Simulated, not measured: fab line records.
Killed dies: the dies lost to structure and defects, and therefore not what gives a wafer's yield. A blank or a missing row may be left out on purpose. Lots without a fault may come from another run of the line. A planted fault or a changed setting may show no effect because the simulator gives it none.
Which tool was responsible?	flow n5Finfet	24 lots with 72 wafers sampled at 6 steps, on a route of 1938 steps

WHAT EACH GAUGE READ, for each wafer
N5_BEOL_M2_CD_MEAS_18: pitch 36 nm, target cd 18 nm.
lot	measured	on	cdNm (nm)
L074	day 6 18:19	cdSem-02	18.02 18.01 18.06
L076	day 7 06:34	cdSem-01	17.94 17.41 17.86
L075	day 7 06:37	cdSem-02	18.04 17.97 18.62
L078	day 7 14:56	cdSem-02	17.69 18.17 18.21
L077	day 7 22:44	cdSem-01	18.35 18.06 18.01
L079	day 8 06:07	cdSem-02	18.10 17.77 17.67
L080	day 8 12:54	cdSem-01	17.67 18.05 17.74
L083	day 8 20:22	cdSem-01	18.12 18.26 17.74
L081	day 8 20:59	cdSem-02	17.90 17.87 18.02
L082	day 9 17:12	cdSem-02	18.24 18.31 18.30
L084	day 9 17:54	cdSem-01	18.31 17.81 17.55
L085	day 9 20:00	cdSem-01	17.88 18.22 18.05
L087	day 9 23:40	cdSem-01	18.17 17.37 17.69
L086	day 9 23:49	cdSem-01	17.86 18.43 18.01
L090	day 10 15:31	cdSem-01	18.12 18.40 18.17
L088	day 10 17:07	cdSem-01	18.10 18.34 17.64
L089	day 10 22:21	cdSem-01	17.89 17.98 17.65
L091	day 11 00:13	cdSem-02	18.69 17.50 17.93
L092	day 11 17:32	cdSem-01	18.20 18.29 18.51
L093	day 11 17:44	cdSem-01	18.17 18.28 17.99
L095	day 12 01:46	cdSem-03	18.03 17.97 18.33
L096	day 12 02:57	cdSem-02	17.70 17.72 17.86
L094	day 12 07:22	cdSem-01	18.12 18.43 17.50
L097	day 12 10:03	cdSem-03	17.87 17.80 17.74

N5_BEOL_M2_OCD_MEAS_38.
lot	measured	on	trenchDepthNm (nm)
L074	day 6 21:38	ocd-01	56.5 56.8 56.6
L076	day 7 07:56	ocd-01	55.9 55.8 55.9
L075	day 7 13:16	ocd-01	55.5 54.8 55.1
L078	day 8 08:25	ocd-01	55.8 54.0 54.0
L077	day 8 13:49	ocd-01	56.6 56.8 55.0
L079	day 9 05:33	ocd-01	57.2 55.0 55.1
L080	day 9 07:05	ocd-01	55.7 55.6 56.4
L083	day 9 07:20	ocd-02	55.8 55.8 55.7
L081	day 9 10:28	ocd-01	55.7 54.5 55.9
L082	day 10 05:38	ocd-01	54.8 53.5 53.2
L084	day 9 19:12	ocd-01	55.7 55.0 55.5
L085	day 9 22:48	ocd-02	57.0 56.9 56.1
L087	day 10 02:21	ocd-02	54.0 54.1 54.6
L086	day 10 05:44	ocd-02	55.5 55.7 55.0
L090	day 10 18:01	ocd-02	55.1 55.6 55.7
L088	day 10 22:43	ocd-02	55.8 55.2 56.1
L089	day 11 12:14	ocd-02	55.7 56.0 54.7
L091	day 11 19:56	ocd-02	55.4 55.1 54.6
L092	day 12 01:10	ocd-01	56.2 55.9 55.6
L093	day 12 01:12	ocd-02	54.7 54.7 53.6
L095	day 12 11:26	ocd-01	55.7 56.1 54.7
L096	day 12 11:24	ocd-02	55.4 55.3 55.5
L094	day 12 17:02	ocd-01	56.0 54.5 54.3
L097	day 13 05:32	ocd-02	54.5 55.3 54.1

WHICH TOOL RAN EACH LOT (tool, then ch and the chambers of the sampled wafers, then the start)
lot	N5_BEOL_M1_SURFACE_TREAT_85	N5_BEOL_M2_HM_OPEN_17	N5_BEOL_M2_ETCH_70	N5_BEOL_M2_TRENCH_ETCH_37
L074	pvdSputter-03, day 6 13:19	rieMetal-01 ch 0, day 6 18:02	rieDiel-06 ch 1,3, day 6 21:16	rieDiel-06 ch 1,3, day 6 21:38 or earlier
L076	pvdSputter-02, day 7 01:51	rieMetal-01 ch 0,1, day 7 06:23	rieDiel-01 ch 0,2, day 7 07:34	rieDiel-01 ch 0,2, day 7 07:56 or earlier
L075	pvdSputter-03, day 7 02:05	rieMetal-02 ch 0,1, day 7 06:27	rieDiel-06 ch 0,2, day 7 12:53	rieDiel-06 ch 0,2, day 7 13:16 or earlier
L078	pvdSputter-01, day 7 08:25	rieMetal-02 ch 0,1, day 7 14:45	rieDiel-03 ch 2,3, day 8 08:04	rieDiel-03 ch 2,3, day 8 08:25 or earlier
L077	pvdSputter-01, day 7 18:15	rieMetal-02 ch 0,1, day 7 22:33	rieDiel-01 ch 0,2,3, day 8 13:27	rieDiel-01 ch 0,2,3, day 8 13:49 or earlier
L079	pvdSputter-02, day 8 01:13	rieMetal-02 ch 0,1, day 8 05:55	rieDiel-06 ch 2,3, day 9 05:11	rieDiel-06 ch 2,3, day 9 05:33 or earlier
L080	pvdSputter-02, day 8 05:41	rieMetal-01 ch 0,1, day 8 12:43	rieDiel-06 ch 1,3, day 9 06:44	rieDiel-06 ch 1,3, day 9 07:05 or earlier
L083	pvdSputter-01, day 8 14:38	rieMetal-02 ch 0,1, day 8 20:11	rieDiel-01 ch 1,2, day 9 06:58	rieDiel-01 ch 1,2, day 9 07:20 or earlier
L081	pvdSputter-03, day 8 14:52	rieMetal-02 ch 0,1, day 8 20:46	rieDiel-03 ch 2,3, day 9 10:06	rieDiel-03 ch 2,3, day 9 10:28 or earlier
L082	pvdSputter-03, day 9 11:36	rieMetal-03 ch 0, day 9 17:01	rieDiel-03 ch 0,3, day 10 05:16	rieDiel-03 ch 0,3, day 10 05:38 or earlier
L084	pvdSputter-01, day 9 13:32	rieMetal-02 ch 0,1, day 9 17:43	rieDiel-03 ch 0,1,2, day 9 18:50	rieDiel-03 ch 0,1,2, day 9 19:12 or earlier
L085	pvdSputter-02, day 9 13:40	rieMetal-03 ch 0,1, day 9 19:46	rieDiel-01 ch 0,1,3, day 9 22:26	rieDiel-01 ch 0,1,3, day 9 22:48 or earlier
L087	pvdSputter-02, day 9 16:47	rieMetal-03 ch 0,1, day 9 23:24	rieDiel-03 ch 0,1,2, day 10 01:59	rieDiel-03 ch 0,1,2, day 10 02:21 or earlier
L086	pvdSputter-01, day 9 17:01	rieMetal-01 ch 0,1, day 9 23:37	rieDiel-06 ch 0,2,3, day 10 05:22	rieDiel-06 ch 0,2,3, day 10 05:44 or earlier
L090	pvdSputter-02, day 10 09:38	rieMetal-03 ch 0,1, day 10 15:17	rieDiel-01 ch 0,2, day 10 17:40	rieDiel-01 ch 0,2, day 10 18:01 or earlier
L088	pvdSputter-03, day 10 11:49	rieMetal-03 ch 0,1, day 10 16:46	rieDiel-06 ch 1,2,3, day 10 22:22	rieDiel-06 ch 1,2,3, day 10 22:43 or earlier
L089	pvdSputter-03, day 10 15:50	rieMetal-01 ch 0, day 10 22:10	rieDiel-01 ch 1,2, day 11 11:53	rieDiel-01 ch 1,2, day 11 12:14 or earlier
L091	pvdSputter-01, day 10 18:52	rieMetal-01 ch 1, day 11 00:02	rieDiel-01 ch 0,2, day 11 19:35	rieDiel-01 ch 0,2, day 11 19:56 or earlier
L092	pvdSputter-03, day 11 11:10	rieMetal-02 ch 0,1, day 11 17:20	rieDiel-01 ch 0,1,2, day 12 00:49	rieDiel-01 ch 0,1,2, day 12 01:10 or earlier
L093	pvdSputter-02, day 11 11:42	rieMetal-01 ch 0,1, day 11 17:34	rieDiel-03 ch 2,3, day 12 00:50	rieDiel-03 ch 2,3, day 12 01:12 or earlier
L095	pvdSputter-03, day 11 17:30	rieMetal-02 ch 0,1, day 12 01:29	rieDiel-06 ch 0,3, day 12 11:05	rieDiel-06 ch 0,3, day 12 11:26 or earlier
L096	pvdSputter-02, day 11 20:46	rieMetal-02 ch 0,1, day 12 02:46	rieDiel-01 ch 0,2, day 12 11:02	rieDiel-01 ch 0,2, day 12 11:24 or earlier
L094	pvdSputter-02, day 12 01:50	rieMetal-02 ch 0,1, day 12 07:11	rieDiel-03 ch 0,1,2, day 12 16:40	rieDiel-03 ch 0,1,2, day 12 17:02 or earlier
L097	pvdSputter-01, day 12 04:47	rieMetal-03 ch 0,1, day 12 09:49	rieDiel-03 ch 1,2, day 13 05:11	rieDiel-03 ch 1,2, day 13 05:32 or earlier
- N5_BEOL_M1_SURFACE_TREAT_85
- N5_BEOL_M2_HM_OPEN_17: chemistry Cl2/BCl3, target TiN, target depth 20 nm, overetch 6 nm.
- N5_BEOL_M2_ETCH_70: etches SOC in N2/H2, target depth 80 nm, overetch 24 nm, time 130 s.
- N5_BEOL_M2_TRENCH_ETCH_37: etches SiOC in C4F6/O2, target depth 55.555 nm, time 29.2 s.

WHAT THE TOOLS THEMSELVES READ (means of the sampled wafers that have a number; where no wafer has one, the mark that the record gives instead)
N5_BEOL_M2_HM_OPEN_17.
lot	tool	bcl3FlowSccm (sccm)	drypumpMotorCurrentA (A)	oesProductAu (a.u.)	rfFwdPowerW (W)	throttleValvePct (%)
L074	rieMetal-01	21.74	5.8	0.78	991	21.92
L076	rieMetal-01	21.70	5.4	0.71	993	21.87
L075	rieMetal-02	21.73	6.4	0.64	996	21.94
L078	rieMetal-02	21.76	6.4	0.62	993	21.96
L077	rieMetal-02	21.70	6.4	0.62	993	21.95
L079	rieMetal-02	21.79	6.4	0.62	992	21.96
L080	rieMetal-01	21.66	5.6	0.75	988	21.89
L083	rieMetal-02	21.78	6.4	0.63	991	21.95
L081	rieMetal-02	21.77	6.4	0.64	991	21.94
L082	rieMetal-03	21.73	6.1	0.56	988	22.31
L084	rieMetal-02	21.70	6.4	0.61	991	21.96
L085	rieMetal-03	21.61	6.1	0.62	989	22.18
L087	rieMetal-03	21.74	6.0	0.66	995	22.08
L086	rieMetal-01	21.84	5.5	0.69	993	21.88
L090	rieMetal-03	21.74	6.0	0.66	991	22.09
L088	rieMetal-03	21.71	6.1	0.60	990	22.20
L089	rieMetal-01	21.78	5.7	0.74	990	21.94
L091	rieMetal-01	21.77	5.3	0.65	996	21.87
L092	rieMetal-02	21.75	6.4	0.60	991	21.98
L093	rieMetal-01	21.75	5.4	0.67	993	21.90
L095	rieMetal-02	21.71	6.4	0.59	996	21.99
L096	rieMetal-02	21.77	6.4	0.62	990	21.97
L094	rieMetal-02	21.63	6.5	0.60	993	21.99
L097	rieMetal-03	21.72	6.1	0.61	992	22.19

N5_BEOL_M2_ETCH_70.
lot	tool	drypumpMotorCurrentA (A)	h2FlowSccm (sccm)	oesProductAu (a.u.)	rfFwdPowerW (W)	rfVppV (V)	showerheadPlenumPTorr (Torr)	throttleValvePct (%)
L074	rieDiel-06	5.6	199.6	0.62	833.6	522.8	2.50	17.9
L076	rieDiel-01	5.8	199.9	0.58	835.2	525.1	2.60	18.1
L075	rieDiel-06	6.1	200.6	0.56	830.9	524.2	2.54	17.9
L078	rieDiel-03	5.3	200.1	0.54	831.6	522.5	2.50	17.9
L077	rieDiel-01	5.8	200.3	0.62	839.0	523.6	2.54	17.9
L079	rieDiel-06	6.3	200.5	0.57	836.0	523.7	2.54	17.9
L080	rieDiel-06	5.5	199.8	0.61	835.1	524.4	2.53	17.8
L083	rieDiel-01	5.7	200.2	0.57	834.2	524.5	2.59	17.6
L081	rieDiel-03	5.5	199.8	0.56	833.6	524.1	2.58	17.9
L082	rieDiel-03	5.4	200.3	0.52	834.6	521.9	2.47	18.1
L084	rieDiel-03	5.8	199.6	0.59	834.1	526.8	2.65	17.8
L085	rieDiel-01	5.7	199.8	0.63	836.2	523.4	2.51	17.7
L087	rieDiel-03	5.8	199.6	0.58	836.5	527.7	2.65	17.8
L086	rieDiel-06	6.0	199.6	0.57	834.7	523.1	2.54	17.9
L090	rieDiel-01	5.6	199.9	0.60	836.4	523.6	2.54	18.2
L088	rieDiel-06	6.0	200.5	0.58	835.0	522.5	2.51	18.0
L089	rieDiel-01	5.8	200.2	0.54	835.7	526.2	2.60	18.0
L091	rieDiel-01	5.6	199.6	0.59	834.4	523.8	2.53	18.3
L092	rieDiel-01	5.6	199.6	0.57	837.1	524.4	2.55	18.0
L093	rieDiel-03	5.5	200.1	0.55	835.3	524.2	2.57	17.9
L095	rieDiel-06	5.7	200.1	0.56	836.0	524.3	2.55	17.8
L096	rieDiel-01	5.6	200.6	0.58	837.7	523.3	2.53	18.3
L094	rieDiel-03	5.8	200.4	0.64	836.1	526.7	2.64	17.7
L097	rieDiel-03	5.8	199.9	0.60	835.3	527.5	2.66	17.6

N5_BEOL_M2_TRENCH_ETCH_37.
lot	tool	C4F6_flow_sccm (sccm)	O2_flow_sccm (sccm)	drypumpMotorCurrentA (A)	oesProductAu (a.u.)	rfFwdPowerW (W)	rfVppV (V)	showerheadPlenumPTorr (Torr)	throttleValvePct (%)
L074	rieDiel-06	9.978	9.994	5.7	0.85	349.1	665	2.81	21.0
L076	rieDiel-01	10.023	10.015	5.7	0.79	352.5	672	2.90	21.1
L075	rieDiel-06	10.014	10.005	6.1	0.76	347.6	665	2.86	21.1
L078	rieDiel-03	9.993	10.017	5.3	0.74	348.0	666	2.80	21.1
L077	rieDiel-01	9.996	9.966	5.8	0.84	351.2	669	2.84	20.9
L079	rieDiel-06	9.964	9.984	6.4	0.77	349.0	671	2.85	21.2
L080	rieDiel-06	9.958	9.998	5.5	0.83	348.8	667	2.84	20.9
L083	rieDiel-01	10.000	10.027	5.6	0.78	350.5	666	2.89	20.7
L081	rieDiel-03	9.991	9.970	5.5	0.77	349.3	669	2.89	21.0
L082	rieDiel-03	10.010	10.029	5.4	0.69	349.1	664	2.78	21.1
L084	rieDiel-03	10.026	9.994	5.8	0.79	349.6	668	2.98	20.9
L085	rieDiel-01	10.015	9.991	5.7	0.86	350.5	666	2.81	20.7
L087	rieDiel-03	9.970	9.988	5.8	0.78	348.8	669	2.97	20.9
L086	rieDiel-06	9.991	10.017	6.0	0.77	349.1	668	2.86	21.0
L090	rieDiel-01	10.007	10.001	5.6	0.81	351.4	670	2.84	21.2
L088	rieDiel-06	9.991	10.009	6.0	0.78	350.1	667	2.82	21.1
L089	rieDiel-01	9.998	9.998	5.7	0.74	349.4	670	2.91	20.9
L091	rieDiel-01	9.979	9.994	5.6	0.79	351.7	671	2.83	21.2
L092	rieDiel-01	10.009	10.003	5.6	0.78	350.8	668	2.85	20.9
L093	rieDiel-03	9.981	9.943	5.5	0.74	349.3	668	2.88	21.0
L095	rieDiel-06	9.979	9.979	5.6	0.76	347.7	666	2.85	20.9
L096	rieDiel-01	9.982	10.004	5.6	0.79	351.2	670	2.83	21.2
L094	rieDiel-03	10.012	10.017	5.8	0.87	350.6	668	2.96	20.8
L097	rieDiel-03	10.022	9.971	5.7	0.80	349.5	666	2.99	20.7

THE ANSWER, worked out from the rows above alone
Rule: the lots themselves supply what counts as usual. Put in order of their means at a reading, lots are off if they are a third of the lots or fewer, leave a main group of 4 or more, and stand apart from it by a gap of 3 or more times the standard deviation of the main group's means; of several such gaps the widest counts. The tables above print the reading to a certain number of digits; a main group whose means all agree to those digits is not used. Also off: a lot with no number at a reading for which 4 or more lots have one. All remaining lots with rows at the step are treated as sound. After the gauges, taken in route order, come the tools' own readings; for these a lot's mean is taken, as printed above. The first step at which some lot is off is used, and at that step the reading that is off furthest; a lot without a number counts as furthest.
No lot is off at any reading shown: from this, nothing can be told.

WHAT THE SIMULATOR HAD PUT IN
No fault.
